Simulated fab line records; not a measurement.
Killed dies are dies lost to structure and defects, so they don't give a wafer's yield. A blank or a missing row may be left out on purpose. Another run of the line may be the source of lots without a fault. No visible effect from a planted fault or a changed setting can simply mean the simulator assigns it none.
Comparing a struck lot with a sound one    flow n5 finfet    14 steps out of a route of 1938
Sound: wafers L908.2, L908.3, L908.6. Struck: wafer L915.3. (L915.4, L915.6 of the same lot were not struck and are left out.) The cause comes at the end.
Each step with rows lists, per side, the tool, then ch with its chambers, then its first start. Under that, the readings that differ: sound wafers    struck wafers    difference of the means    sigmas: that difference in standard deviations of wafers without a fault.
alike: a reading whose means differ by less than 2 such deviations, as well as words and numbers matching on both sides. not compared: withheld readings; readings where some wafer has no value; bounds like >300 that might hide an equal value; numbers whose values overlap and for which the record gives no deviation.
A row with sigmas, a row that says differs or no value, or rows on one side alone: a step with any of these is where the two part. Non-overlapping numbers with no deviation appear without sigmas and do not part them. A reading that every wafer of one side lacks parts them only if that side has two wafers or more.

first, 7 steps without rows for these wafers: N5_PASSIVATION_COAT_38; N5_PASSIVATION_EBR_40; N5_PASSIVATION_SOFTBAKE_39 (time 120 s); N5_PASSIVATION_EXPOSE_41 (exposes mask PASS OPEN, defocus 0 nm, target cd 40000 nm); N5_PASSIVATION_PEB_42; N5_PASSIVATION_DEVELOP_43 (develop time 60 s); N5_PASSIVATION_HARDBAKE_45 (time 120 s).
N5_PASSIVATION_CD_MEAS_44 targets a cd of 40000 nm.
  sound on cd sem-03 ch 0, day 14 14:28; struck on cd sem-03 ch 0, day 16 05:01
  alike: cd nm
N5_PASSIVATION_OVL_MEAS_66:
  sound on overlay-02 ch 0, day 14 14:29; struck on overlay-01 ch 0, day 16 05:02
  alike: PASS_OPEN_OVL
N5_PASSIVATION_INSPECT_67: inspects for defects (macro).
  sound on defect inspect-01, day 14 14:31; struck on defect inspect-01, day 16 05:04
  alike: raw defect count
N5_PASSIVATION_DESCUM_46: chemistry O2, time 7.9 s.
  sound on rie diel-05 ch 1,2,3, day 14 14:37; struck on rie diel-06 ch 1, day 16 05:06
reading                 sound              struck  difference  sigmas
oes product au (a.u.)   0.83 0.85 0.93     0.70    -0.17       -2
throttle valve pct (%)  20.47 20.21 20.14  20.74   +0.47       +2
  alike: drypump motor current A, rf fwd power W, rf vpp V, showerhead plenum p Torr
  not compared: rf hours counter h
N5_PASSIVATION_PASS_ETCH_47: etches SiNx in CF4/O2, target depth 770 nm, time 385 s.
  sound on rie diel-05 ch 1,2,3, day 14 14:38; struck on rie diel-06 ch 1, day 16 05:08
reading                sound           struck  difference  sigmas
oes product au (a.u.)  0.83 0.86 0.93  0.69    -0.18       -2
  alike: drypump motor current A, rf fwd power W, rf vpp V, showerhead plenum p Torr, throttle valve pct
  not compared: rf hours counter h
N5_PASSIVATION_ETCH_54: etches SiO2 in CHF3/O2, target depth 880 nm, time 440 s.
  sound on rie diel-05 ch 1,2,3, day 14 14:52; struck on rie diel-06 ch 1, day 16 05:22
reading                                  sound              struck  difference  sigmas
rf fwd power W (W)                       648.1 654.6 650.8  646.4   -4.8        -2
model.etch.depth nm (nm)                 886.4 885.8 905.6  1420    +527        
model.PASSIVATION.feature depth nm (nm)  886.4 885.8 905.6  1420    +527        
  alike: drypump motor current A, oes product au, rf vpp V, showerhead plenum p Torr, throttle valve pct
  not compared: rf hours counter h
N5_PASSIVATION_STRIP_48: strips in O2.
  sound on rie diel-05 ch 1,2,3, day 14 15:10; struck on rie diel-06 ch 1, day 16 05:39
reading                 sound              struck  difference  sigmas
oes product au (a.u.)   0.86 0.86 0.96     0.68    -0.21       -2
throttle valve pct (%)  16.61 16.41 16.39  16.96   +0.49       +2
  alike: drypump motor current A, rf vpp V, showerhead plenum p Torr
  not compared: rf hours counter h

## WHERE THEY PART
First at N5_PASSIVATION_DESCUM_46; last, within this record, at N5_PASSIVATION_STRIP_48.

WHY: what had been put in by the simulator
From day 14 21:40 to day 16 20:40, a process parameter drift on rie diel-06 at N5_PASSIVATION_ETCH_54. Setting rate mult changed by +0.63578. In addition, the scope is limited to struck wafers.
